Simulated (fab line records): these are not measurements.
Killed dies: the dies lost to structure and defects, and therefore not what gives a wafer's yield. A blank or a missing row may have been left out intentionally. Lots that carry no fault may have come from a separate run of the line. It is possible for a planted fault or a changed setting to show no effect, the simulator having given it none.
Struck lot and sound lot, side by side + flow nandHarc + 13 out of 1302 route steps
Sound: the wafers L893.2, L893.4, L893.5. Wafers struck: L889.2, L889.3, L889.6. Last of all comes the cause.
At each step with rows: each side's tool, then ch and its chambers, then its first start. Under that, the readings that differ: sound wafers + struck wafers + difference of the means + sigmas: that difference in standard deviations of wafers without a fault.
alike: readings whose means differ by less than 2 such deviations, and words and numbers that are the same on both sides. not compared: withheld readings, readings that some wafer has no value for, bounds like >300 that may hide the same value, and numbers for which the record gives no deviation and whose values overlap.
Wherever a step has rows on one side only, a row that says differs or no value, or a row with sigmas, the two part there. When numbers do not overlap yet have no deviation, they are printed without sigmas and do not part them. Lack of a reading on every wafer of one side parts them only where that side has two or more wafers.

NHARC_A_STAIRCASE_TRIM_26: chemistry O2, time 211.2 s.
  sound on rieDiel-04 ch 0,3; struck on rieDiel-04 ch 1,2,3
  alike: drypumpMotorCurrentA, oesProductAu, rfVppV, showerheadPlenumPTorr, throttleValvePct
  not compared: rfHoursCounterH
NHARC_A_STAIRCASE_ETCH_27: etches the open film in C4F8/O2, target depth 100 nm, time 40.5 s.
  sound on rieDiel-04 ch 1,3; struck on rieDiel-04 ch 0,2
  alike: biasW, oesProductAu, rfFwdPowerW, rfVppV
  not compared: rfHoursCounterH
NHARC_A_STAIRCASE_STRIP_175: strips in O2.
  sound on plasmaAsher-02 ch 0,1, day 23 02:52; struck on plasmaAsher-01 ch 0,1, day 21 22:49
  alike: drypumpMotorCurrentA, heaterPowerW
  not compared: rfHoursCounterH
then, 8 steps without rows for these wafers: NHARC_A_STAIRCASE_STRIP_148 (strips in SPM, time 900 s); NHARC_A_STAIRCASE_PRECLEAN_149 (cleans in SC1); NHARC_A_STAIRCASE_SRD_150; NHARC_A_STAIRCASE_DEHYDRATE_176 (time 120 s); NHARC_A_STAIRCASE_HMDS_177 (time 30 s); NHARC_A_STAIRCASE_COAT_178; NHARC_A_STAIRCASE_SOFTBAKE_179 (time 170 s); NHARC_A_STAIRCASE_EBR_180.
NHARC_A_STAIRCASE_EXPOSE_181: exposes mask STAIR 2.
  sound on krfScanner-02 ch 0, day 23 04:01; struck on krfScanner-02, day 21 23:55
  no value came back on the struck wafers for exposureDoseMJCm2, focusOffsetNm (nm); on the sound wafers exposureDoseMJCm2 reads 27.902 27.898 27.924
  alike: mask
then, 1 step without rows for these wafers: NHARC_A_STAIRCASE_PEB_182 (peb time 130 s).

WHERE THEY PART
Only at NHARC_A_STAIRCASE_EXPOSE_181, as far as this record shows.

WHY: what the simulator had put in
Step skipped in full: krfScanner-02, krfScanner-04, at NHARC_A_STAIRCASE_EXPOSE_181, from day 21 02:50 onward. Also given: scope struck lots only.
